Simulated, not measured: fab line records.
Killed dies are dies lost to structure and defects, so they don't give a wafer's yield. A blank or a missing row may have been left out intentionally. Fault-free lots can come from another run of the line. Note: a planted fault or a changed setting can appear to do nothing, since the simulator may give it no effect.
Chamber matching -- flow n5Finfet -- N5_BEOL_M9_CURE_71 on uvCure-03: 3 sister chambers
The step cures SiCOH lowk, time 240 s. 16 wafers are shown with their chamber, then 8 later ones without.

## WAFERS WITH THEIR CHAMBER
wafer,chamber,wafer_temp_C_max,lampPowerPct (%)
L075.3,1,387.7,52.25
L075.4,1,387.4,52.33
L075.6,1,387.5,52.28
L079.3,2,387.6,52.38
L079.4,2,388.1,52.40
L079.6,2,388.0,52.33
L085.2,2,388.6,52.28
L085.4,2,388.5,52.28
L085.6,2,388.1,52.25
L090.2,2,388.0,52.29
L090.3,2,388.0,52.36
L090.4,2,388.4,52.29
L089.3,0,386.2,52.32
L089.4,0,386.3,52.40
L089.5,0,386.5,52.35
L092.2,1,387.3,52.34

SIGNATURES, as means of the wafers listed above
reading,chamber 0,chamber 1,chamber 2,scatter within a chamber
wafer_temp_C_max,386.333,387.475,388.144,0.263
lampPowerPct,52.3567,52.3000,52.3178,0.0482
Rule: distance of a wafer from a chamber = root of the sum over the readings of ((wafer's reading minus chamber's mean) / reading's scatter) squared. If the next closest chamber is less than 2 further off than the closest, the wafer can't be placed; otherwise it belongs to the closest. The scatter: the root of (the sum of the squares of (reading less its chamber's mean) over the shown wafers, divided by (wafers less chambers)).

## WAFERS WITH NO CHAMBER GIVEN
wafer,wafer_temp_C_max,lampPowerPct (%)
L092.5,387.8,52.30
L092.6,387.2,52.29
L094.4,387.3,52.35
L094.5,388.3,52.35
L094.6,387.0,52.35
L096.1,388.1,52.33
L096.2,387.7,52.31
L096.4,387.5,52.36

## THE CHAMBER EACH PASSED THROUGH
wafer,from the rows above,in truth
L092.5,can't be placed: 1 or 2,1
L092.6,1,1
L094.4,1,1
L094.5,2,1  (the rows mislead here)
L094.6,can't be placed: 1 or 0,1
L096.1,2,2
L096.2,can't be placed: 1 or 2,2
L096.4,can't be placed: 1 or 2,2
3 of 8 placed correctly. These rows do not allow placing 4 (true chamber among the candidates in 4). Placed wrongly: 1.
